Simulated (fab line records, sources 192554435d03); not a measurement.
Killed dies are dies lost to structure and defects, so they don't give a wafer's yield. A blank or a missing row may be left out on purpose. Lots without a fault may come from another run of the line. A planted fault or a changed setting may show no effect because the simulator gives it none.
A struck lot beside a sound one | flow n5_finfet | 25 steps out of a route of 1938
Sound: wafers L210.1, L210.3, L210.4. Struck: wafers L229.1, L229.2, L229.5. The cause comes at the end.
At each step with rows: each side's tool, then ch and its chambers, then its first start. Under that, the readings that differ: sound wafers | struck wafers | difference of the means | sigmas: that difference in standard deviations of wafers without a fault.
alike: readings whose means differ by less than 2 such deviations, and words and numbers that are the same on both sides. not compared: withheld readings, readings that some wafer has no value for, bounds like >300 that may hide the same value, and numbers for which the record gives no deviation and whose values overlap.
The two part at a step that has a row with sigmas, a row that says differs or no value, or rows on one side only. Numbers that don't overlap but have no deviation are shown without sigmas and don't part them. A reading that every wafer of one side lacks parts them only if that side has two wafers or more.

N5_FIN_SAQP_HM_CD_35: target cd 8 nm.
  sound on cd_sem-01, day 2 02:19; struck on cd_sem-02, day 6 19:58
  alike: cd_nm
N5_FIN_SAQP_ETCH_64: etches SiO2 in CF4, target depth 1.5 nm.
  sound on rie_si-05 ch 0,1,3, day 2 02:22; struck on rie_si-02 ch 0,2, day 6 20:01
  alike: drypump_motor_current_A, oes_product_au, throttle_valve_pct
  not compared: rf_hours_counter_h
N5_FIN_SAQP_FIN_ETCH_36: etches the open film in HBr/Cl2/O2, target depth 120 nm, time 50.4 s.
  sound on rie_si-05 ch 0,1,3, day 2 02:23; struck on rie_si-02 ch 0,2, day 6 20:02
  alike: drypump_motor_current_A, oes_product_au, throttle_valve_pct
  not compared: rf_hours_counter_h
N5_FIN_SAQP_CD_MEAS_37: target cd 8 nm.
  sound on cd_sem-03, day 2 02:30; struck on cd_sem-01, day 6 20:08
  alike: cd_nm
then, 3 steps without rows for these wafers: N5_FIN_SAQP_PRECLEAN_38 (cleans in O3/DIW, time 45 s); N5_FIN_SAQP_PRECLEAN_45 (cleans in dHF, time 10 s); N5_FIN_SAQP_SRD_39 (time 30 s).
N5_FIN_SAQP_OCD_MEAS_76:
  sound on ocd-02, day 2 02:37; struck on ocd-02, day 6 20:15
  alike: trench_depth_nm
N5_FIN_SAQP_INSPECT_40: inspects for defects (brightfield).
  sound on defect_inspect-01, day 2 02:38; struck on defect_inspect-01, day 6 20:17
  alike: raw_defect_count
then, 3 steps without rows for these wafers: N5_FIN_CUT_COAT_18 (time 60 s, resist thk 230 nm); N5_FIN_CUT_COAT_19 (time 60 s, resist thk 20 nm); N5_FIN_CUT_COAT_29 (time 60 s, resist thk 10 nm).
N5_FIN_CUT_COAT_02: resist thk 30 nm.
  sound on litho_track-03 ch 0, day 2 02:41; struck on litho_track-03 ch 0, day 6 20:19
  reading                                      | sound                | struck               | difference | sigmas
  spin_speed_rpm (rpm)                         | 1498.0 1499.4 1498.9 | 1613.9 1614.5 1616.4 | +116.2     | +99 or more
  model.CAR-EUV_of_FIN_CUT_COAT_02.thk_nm (nm) | 30 30 30             | 29 29 29             | -1         |
then, 5 steps without rows for these wafers: N5_FIN_CUT_EBR_04; N5_FIN_CUT_SOFTBAKE_03 (time 60 s); N5_FIN_CUT_EXPOSE_05 (exposes mask FIN CUT); N5_FIN_CUT_PEB_06 (peb time 60 s); N5_FIN_CUT_DEVELOP_07 (develop time 30 s).
N5_FIN_CUT_CD_MEAS_08: target cd 29.1 nm.
  sound on cd_sem-01 ch 0, day 2 02:56; struck on cd_sem-03 ch 0, day 6 20:43
  alike: cd_nm
N5_FIN_CUT_OVL_MEAS_09:
  sound on overlay-02 ch 0, day 2 02:58; struck on overlay-02 ch 0, day 6 20:44
  alike: FIN_CUT_OVL
N5_FIN_CUT_INSPECT_10: inspects for defects (brightfield).
  sound on defect_inspect-02, day 2 03:02; struck on defect_inspect-01, day 6 20:47
  alike: raw_defect_count
N5_FIN_CUT_DESCUM_13: chemistry O2, time 7 s.
  sound on rie_diel-01 ch 0,1,3, day 2 03:36; struck on rie_diel-03 ch 0,2, day 6 20:50
  alike: drypump_motor_current_A, oes_product_au, rf_vpp_V, showerhead_plenum_p_Torr, throttle_valve_pct
  not compared: rf_hours_counter_h
N5_FIN_CUT_ETCH_30: etches underlayer in N2/H2, target depth 13 nm, time 10.4 s.
  sound on rie_diel-01 ch 0,1,3, day 2 03:38; struck on rie_diel-03 ch 0,2, day 6 20:52
  reading                                      | sound          | struck         | difference | sigmas
  model.CAR-EUV_of_FIN_CUT_COAT_02.thk_nm (nm) | 14.6 14.6 14.8 | 13.6 13.6 13.6 | -1.1       |
  alike: drypump_motor_current_A, etch_rf_on_time_s, oes_product_au, rf_vpp_V, showerhead_plenum_p_Torr, throttle_valve_pct
  not compared: rf_hours_counter_h
N5_FIN_CUT_ETCH_20: etches SiARC in CF4, target depth 26 nm, time 43.3 s.
  sound on rie_diel-01 ch 0,1,3, day 2 03:40; struck on rie_diel-03 ch 0,2, day 6 20:53
  alike: drypump_motor_current_A, etch_rf_on_time_s, oes_product_au, rf_vpp_V, showerhead_plenum_p_Torr, throttle_valve_pct
  not compared: rf_hours_counter_h
-- the record jumps here: 7 days lie between the struck wafers' starts before and after (it left off in module FIN_CUT and takes up again in module BEOL_M4, whose first step shown is number 1111 of the route) --
N5_BEOL_M4_RC_MEAS_101:
  sound on prober-01 ch 0, day 9 11:01; struck on prober-02 ch 0, day 13 08:58
  alike: DIBL_N, DIBL_P, IOFF_N, IOFF_P, ION_N, ION_P, SS_N, SS_P, VT_N, VT_P

WHERE THEY PART
Only at N5_FIN_CUT_COAT_02, within this record. Later steps at which nothing parts them and some readings are alike: N5_FIN_CUT_CD_MEAS_08, N5_FIN_CUT_OVL_MEAS_09, N5_FIN_CUT_INSPECT_10, N5_FIN_CUT_DESCUM_13, N5_FIN_CUT_ETCH_30, N5_FIN_CUT_ETCH_20, N5_BEOL_M4_RC_MEAS_101.

WHY: what the simulator had put in
Process parameter drift: litho_track-03, from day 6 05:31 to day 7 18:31, at N5_FIN_CUT_COAT_02. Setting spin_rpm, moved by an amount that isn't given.
